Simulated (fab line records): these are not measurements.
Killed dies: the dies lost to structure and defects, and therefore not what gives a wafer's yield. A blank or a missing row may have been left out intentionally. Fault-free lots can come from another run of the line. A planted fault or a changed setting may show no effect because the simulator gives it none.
Comparing a struck lot with a sound one || flow nand_harc || 14 steps out of a route of 1159
Sound: wafers L681.2, L681.4, L681.6. Struck: wafer L692.1 (left out: L692.2, L692.3 of the same lot, which were not struck); the cause appears at the end.
Per side, at each step with rows, come the tool, then ch with its chambers, and then its first start. Under that, the readings that differ: sound wafers || struck wafers || difference of the means || sigmas: that difference in standard deviations of wafers without a fault.
alike: readings whose means differ by less than 2 such deviations, and words and numbers that are the same on both sides. not compared: withheld readings, readings that some wafer has no value for, bounds like >300 that may hide the same value, and numbers for which the record gives no deviation and whose values overlap.
A row with sigmas, a row that says differs or no value, or rows on one side alone: a step with any of these is where the two part. Numbers that have no deviation but don't overlap get no sigmas and don't part them. Lack of a reading on every wafer of one side parts them only where that side has two or more wafers.

NHARC_A_STAIRCASE_STRIP_316: strips in O2.
  sound on rie_diel-07 ch 0,2,3; struck on rie_diel-13 ch 2
{"reading": "oes_product_au (a.u.)", "sound": "1.010 1.021 0.983", "struck": 0.983, "difference": -0.022, "sigmas": -2}
  alike: drypump_motor_current_A, rf_vpp_V, showerhead_plenum_p_Torr, throttle_valve_pct
  not compared: rf_hours_counter_h
then, 3 steps without rows for these wafers: NHARC_A_STAIRCASE_STRIP_317 (strips in SPM, time 900 s); NHARC_A_STAIRCASE_PRECLEAN_318 (cleans in SC1); NHARC_A_STAIRCASE_SRD_329.
NHARC_A_STAIRCASE_ALD_415: deposits SiO2, target thk 30 nm, pulse time 6 s, ald cycles 300.
  sound on ald_hk-02 ch 1,3, day 14 06:09; struck on ald_hk-02 ch 3, day 16 00:13
  alike: heater_power_w, precursor_pulse_height_rel
  not compared: ald_cycles
NHARC_A_STAIRCASE_ETCHBACK_416: etches the open film in C4F8/O2/Ar, target depth 36 nm, time 7.2 s.
  sound on rie_diel-13 ch 2,3; struck on rie_diel-13 ch 0
  alike: oes_product_au, rf_fwd_power_W, rf_vpp_V
  not compared: rf_hours_counter_h
NHARC_A_STAIRCASE_STRIP_476: strips in O2, time 20 s.
  sound on rie_diel-13 ch 0,1,3, day 14 09:04; struck on rie_diel-13 ch 2, day 16 02:10
  alike: drypump_motor_current_A, oes_product_au, rf_vpp_V, showerhead_plenum_p_Torr, throttle_valve_pct
  not compared: rf_hours_counter_h
NHARC_A_STAIRCASE_DEP_417: deposits Si3N4, target thk 60 nm.
  sound on pecvd-03 ch 1,2, day 14 09:24; struck on pecvd-04 ch 1, day 16 02:16
  alike: heater_power_w, rf_fwd_power_W
then, 3 steps without rows for these wafers: NHARC_A_STAIRCASE_WET_418 (chemistry H3PO4, target depth 20 nm); NHARC_A_STAIRCASE_PRECLEAN_419 (cleans in SC1); NHARC_A_STAIRCASE_SRD_421.
NHARC_A_STAIRCASE_ALD_420: deposits SiO2, target thk 20 nm, pulse time 6 s, ald cycles 200.
  sound on ald_hk-01 ch 2,3, day 14 13:05; struck on ald_hk-01 ch 1, day 16 06:11
{"reading": "ald_cycles", "sound": "200 200 200", "struck": 305, "difference": "+105", "sigmas": ""}
  alike: heater_power_w, precursor_pulse_height_rel
then, 1 step without rows for these wafers: NHARC_A_STAIRCASE_CVD_552 (deposits SiNx, target thk 40 nm).
-- break in the record here, with 7 days between the starts of the struck wafers on either side (left off in module A_STAIRCASE, picked up again in module END, where the first step shown is number 1159 on the route) --
NHARC_END_SORT_01:
  sound on prober-02 ch 0, day 22 02:04; struck on prober-01 ch 0, day 23 14:10
  alike: killed_at_array, killed_at_other, killed_at_periphery, killed_dies, killed_open, killed_short

## WHERE THEY PART
Only at NHARC_A_STAIRCASE_STRIP_316, as far as this record shows. Later steps at which nothing parts them and some readings are alike: NHARC_A_STAIRCASE_ALD_415, NHARC_A_STAIRCASE_ETCHBACK_416, NHARC_A_STAIRCASE_STRIP_476, NHARC_A_STAIRCASE_DEP_417, NHARC_A_STAIRCASE_ALD_420, NHARC_END_SORT_01.

WHY: the cause the simulator had injected
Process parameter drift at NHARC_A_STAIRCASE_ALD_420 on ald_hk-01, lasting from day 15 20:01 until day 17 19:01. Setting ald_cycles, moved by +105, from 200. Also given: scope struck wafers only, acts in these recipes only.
